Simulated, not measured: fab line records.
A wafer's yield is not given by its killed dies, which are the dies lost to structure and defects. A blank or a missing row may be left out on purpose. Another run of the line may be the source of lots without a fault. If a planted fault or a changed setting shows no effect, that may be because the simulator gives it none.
A struck lot beside a sound one + flow n5 finfet + 23 out of 1938 route steps
Sound: wafers L175.1, L175.3, L175.4. Wafers struck: L180.2, L180.5, L180.6. At the end, the cause is stated.
For every step that has rows: the tool of each side, followed by ch and its chambers, followed by its first start. Under that, the readings that differ: sound wafers + struck wafers + difference of the means + sigmas: that difference in standard deviations of wafers without a fault.
alike: words and numbers the same on both sides, and readings whose means are apart by under 2 such deviations; not compared: readings that were withheld, readings missing a value for some wafer, numbers with overlapping values and no deviation given by the record, and bounds like >300 which may hide the same value.
A row with sigmas, a row that says differs or no value, or rows on one side alone: a step with any of these is where the two part. Numbers that don't overlap but have no deviation are shown without sigmas and don't part them. A reading that every wafer of one side lacks parts them only if that side has two wafers or more.

first, 9 steps without rows for these wafers: N5_BEOL_M1_DEVELOP_10 (develop time 30 s); N5_BEOL_M1_DESCUM_16 (chemistry O2, time 7 s); N5_BEOL_M1_ETCH_74 (etches underlayer in N2/H2, target depth 6.5 nm, time 5.2 s); N5_BEOL_M1_ETCH_63 (etches SiARC in CF4, target depth 15.6 nm, time 26 s); N5_BEOL_M1_ETCH_64 (etches SOC in N2/H2, target depth 75 nm, overetch 15 nm, time 112.5 s); N5_BEOL_M1_STRIP_65 (strips in N2/H2); N5_BEOL_M1_STRIP_75 (strips in N2/H2); N5_BEOL_M1_STRIP_66 (strips in CF4); N5_BEOL_M1_HM_OPEN_17 (chemistry Cl2/BCl3, target TiN, target depth 20 nm, overetch 6 nm).
N5_BEOL_M1_STRIP_19: strips in O2.
  sound on rie diel-03 ch 0,1,3, day 8 07:51; struck on rie diel-03 ch 2,3, day 9 14:50
  alike: drypump motor current A, oes product au, rf vpp V, showerhead plenum p Torr, throttle valve pct
  not compared: rf hours counter h
then, 9 steps without rows for these wafers: N5_BEOL_M1_COAT_67 (time 60 s, resist thk 60 nm); N5_BEOL_M1_COAT_68 (time 60 s, resist thk 12 nm); N5_BEOL_M1_COAT_76 (time 60 s, resist thk 5 nm); N5_BEOL_M1_COAT_22 (resist thk 30 nm); N5_BEOL_M1_EBR_24; N5_BEOL_M1_SOFTBAKE_23 (time 60 s); N5_BEOL_M1_EXPOSE_25 (exposes mask V0, defocus 5 nm, target cd 24 nm); N5_BEOL_M1_PEB_26 (peb time 60 s); N5_BEOL_M1_DEVELOP_27 (develop time 30 s).
N5_BEOL_M1_INSPECT_30: inspects for defects (brightfield).
  struck on defect inspect-01, day 9 15:27; sound on defect inspect-02, day 8 08:19
| reading          | sound       | struck         | difference | sigmas |
|------------------|-------------|----------------|------------|--------|
| raw defect count | 322 371 264 | 1472 1513 1485 | +1171      | +15    |
then, 1 step without rows for these wafers: N5_BEOL_M1_DESCUM_33 (chemistry O2, time 7 s).
-- a jump in the record: the struck wafers' starts before and after are 2 days apart (it breaks off in module BEOL_M1 and resumes in module BEOL_M4, where the first step shown is number 1111 of the route) --
N5_BEOL_M4_RC_MEAS_101:
  sound on prober-01 ch 0, day 10 03:49; struck on prober-02 ch 0, day 11 21:52
  alike: DIBL_N, DIBL_P, IOFF_N, IOFF_P, ION_N, ION_P, SS_N, SS_P, VT_N, VT_P
-- here the record skips 5 days between the struck wafers' starts before and after, leaving off in module BEOL_M4 and picking up in module PASSIVATION (first step shown: number 1936 of the route) --
N5_PASSIVATION_PROBE_49:
  struck on prober-01, day 16 16:43; sound on prober-01, day 15 03:40
| reading                  | sound          | struck         | difference | sigmas |
|--------------------------|----------------|----------------|------------|--------|
| defect limited yield (%) | 91.2 89.7 89.3 | 79.9 79.4 79.1 | -10.6      | -7     |
| killed_at_M0_to_M3       | 55 49 38       | 160 173 184    | +125       | +12    |
| killed dies              | 104 121 126    | 237 243 247    | +125       | +7     |
| sort_bin_5_function (%)  | 5.8 5.5 6.6    | 12.3 11.9 12.7 | +6.3       | +6     |
| sort n pass              | 1076 1059 1054 | 943 937 933    | -125       | -7     |
| sort yield pct (%)       | 91.2 89.7 89.3 | 79.9 79.4 79.1 | -10.6      | -7     |
  alike: killed_at_M4_up, killed at contacts, killed at front end, killed at other, killed on rim, killed open, killed short, sort_bin_6_memory

## WHERE THEY PART
At N5_BEOL_M1_INSPECT_30 first; at N5_PASSIVATION_PROBE_49 last (within this record only).

WHY: whatever the simulator had introduced
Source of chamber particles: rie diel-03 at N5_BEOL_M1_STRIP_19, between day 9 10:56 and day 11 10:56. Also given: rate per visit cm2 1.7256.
